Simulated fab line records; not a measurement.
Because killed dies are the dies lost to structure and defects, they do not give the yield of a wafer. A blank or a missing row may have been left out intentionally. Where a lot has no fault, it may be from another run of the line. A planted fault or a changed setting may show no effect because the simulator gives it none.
A struck lot beside a sound one | flow n5 finfet | 27 out of 1938 route steps
Sound: these wafers, L315.1, L315.5, L315.6. Struck: wafer L326.5; the same lot's L326.4 was not struck, so it is left out; see the end for the cause.
At each step with rows: each side's tool, then ch and its chambers, then its first start. Under that, the readings that differ: sound wafers | struck wafers | difference of the means | sigmas: that difference in standard deviations of wafers without a fault.
alike: words and numbers the same on both sides, and readings whose means are apart by under 2 such deviations; not compared: readings that were withheld, readings missing a value for some wafer, numbers with overlapping values and no deviation given by the record, and bounds like >300 which may hide the same value.
Wherever a step has rows on one side only, a row that says differs or no value, or a row with sigmas, the two part there. Non-overlapping numbers with no deviation appear without sigmas and do not part them. Lack of a reading on every wafer of one side parts them only where that side has two or more wafers.

N5_STI_FIN_REVEAL_ALD_14: deposits Si3N4, target thk 3 nm.
  sound on ald sin-02 ch 0,2,3, day 2 05:32; struck on ald sin-02 ch 0, day 4 22:43
  alike: heater power outer w, heater power w
then, 2 steps without rows for these wafers: N5_STI_FIN_REVEAL_FCVD_FILL_01 (material SiO2 flowable, target thk 312 nm, time 512.2 s); N5_STI_FIN_REVEAL_DENSIFY_02 (time 1800 s).
N5_STI_FIN_REVEAL_CMP_04: polishes, stops on Si3N4, t overpolish 4 s, target thk 131.83 nm.
  sound on cmp-02 ch 2,3, day 2 10:34; struck on cmp-04 ch 1, day 5 03:44
  reading              | sound             | struck | difference | sigmas
  overpolish run s (s) | 3.990 4.003 4.011 | 4.020  | +0.019     | +2
  alike: motor current A, slurry filter dp kPa, time to endpoint s
N5_STI_FIN_REVEAL_THK_MEAS_05:
  struck on film metro-02, day 5 04:02; sound on film metro-01, day 2 10:52
  alike: thk nm
then, 1 step without rows for these wafers: N5_STI_FIN_REVEAL_DENSIFY_30.
N5_STI_FIN_REVEAL_ETCHBACK_08: etches SiO2 in C4F6/O2, target depth 30.5 nm, time 10.167 s.
  sound on rie diel-01 ch 2,3, day 2 11:31; struck on rie diel-05 ch 1, day 5 04:21
  alike: chamber pressure mTorr, drypump motor current A, oes product au, rf vpp V, showerhead plenum p Torr, throttle valve pct
  not compared: rf hours counter h
then, 5 steps without rows for these wafers: N5_STI_FIN_REVEAL_STRIP_24 (strips in N2/H2, time 90 s); N5_STI_FIN_REVEAL_PRECLEAN_25 (cleans in SPM, time 90 s); N5_STI_FIN_REVEAL_PRECLEAN_26 (cleans in SC1, time 45 s); N5_STI_FIN_REVEAL_PRECLEAN_29 (cleans in DHF, time 30 s); N5_STI_FIN_REVEAL_SRD_12 (time 30 s).
N5_STI_FIN_REVEAL_RECESS_09: chemistry HF/NH3, target SiO2, afs cycles 11, target depth 42.5 nm, sublimation time 60 s.
  sound on vapor etch-02 ch 0,1, day 2 11:46; struck on vapor etch-02 ch 1, day 5 05:08
  alike: drypump motor current A
then, 2 steps without rows for these wafers: N5_STI_FIN_REVEAL_STRIP_16 (strips SiNx in H3PO4, target depth 23.8 nm); N5_STI_FIN_REVEAL_PRECLEAN_17 (cleans in NF3:NH3, afs cycles 1, time 20 s, sublimation time 60 s).
N5_STI_FIN_REVEAL_ETCH_34: etches Si in H2, material Si, target depth 0.97 nm.
  sound on rie si-06 ch 0,1,2, day 2 14:23; struck on rie si-01 ch 3, day 5 06:43
  alike: chamber pressure mTorr, drypump motor current A, he flow sccm, oes product au, throttle valve pct
  not compared: rf hours counter h
N5_STI_FIN_REVEAL_OXIDATION_31: chemistry O2 PLASMA REMOTE, time 20 s.
  sound on plasma asher-01 ch 0,1, day 2 14:27; struck on plasma asher-02 ch 0, day 5 06:49
  reading                     | sound          | struck | difference | sigmas
  drypump motor current A (A) | 5.42 5.83 5.42 | 5.97   | +0.41      | +2
  heater power w (W)          | 168 172 163    | 140    | -28        | -3
  alike: chamber pressure mTorr
  not compared: rf hours counter h
then, 6 steps without rows for these wafers: N5_STI_FIN_REVEAL_PRECLEAN_32 (cleans in NF3:NH3, afs cycles 1, time 20 s, sublimation time 60 s); N5_STI_FIN_REVEAL_STRIP_35 (strips Si3N4 in H3PO4, target depth 4 nm, time 39 s); N5_STI_FIN_REVEAL_SRD_21 (time 30 s); N5_STI_FIN_REVEAL_OXIDATION_33 (chemistry O2 PLASMA REMOTE, time 20 s); N5_STI_FIN_REVEAL_CLEAN_19 (cleans in O3/DIW, time 120 s); N5_STI_FIN_REVEAL_SRD_23 (time 30 s).
N5_STI_FIN_REVEAL_CD_MEAS_22: target cd 6.238 nm, pitch 28 nm.
  struck on cd sem-03, day 5 07:18; sound on cd sem-01, day 2 14:58
  alike: cd nm
N5_STI_FIN_REVEAL_FIN_H_MEAS_10:
  struck on ocd-01, day 5 07:20; sound on ocd-02, day 2 14:59
  reading              | sound          | struck | difference | sigmas
  trench depth nm (nm) | 52.7 53.0 51.3 | 48.9   | -3.4       | -6
then, 1 step without rows for these wafers: N5_STI_FIN_REVEAL_PRECLEAN_18 (cleans in SC2, time 45 s).
-- the record jumps here: 10 days lie between the struck wafers' starts before and after (it left off in module STI_FIN_REVEAL and takes up again in module PASSIVATION, whose first step shown is number 1936 of the route) --
N5_PASSIVATION_PROBE_49:
  struck on prober-02, day 15 03:42; sound on prober-02, day 11 22:40
  alike: killed_at_M0_to_M3, killed_at_M4_up, killed at contacts, killed at front end, killed at other, killed dies, killed open, killed short

WHERE THEY PART
Last at N5_STI_FIN_REVEAL_FIN_H_MEAS_10 as far as this record goes, first at N5_STI_FIN_REVEAL_CMP_04. Later steps at which nothing parts them and some readings are alike: N5_PASSIVATION_PROBE_49.

WHY: what the simulator had put in
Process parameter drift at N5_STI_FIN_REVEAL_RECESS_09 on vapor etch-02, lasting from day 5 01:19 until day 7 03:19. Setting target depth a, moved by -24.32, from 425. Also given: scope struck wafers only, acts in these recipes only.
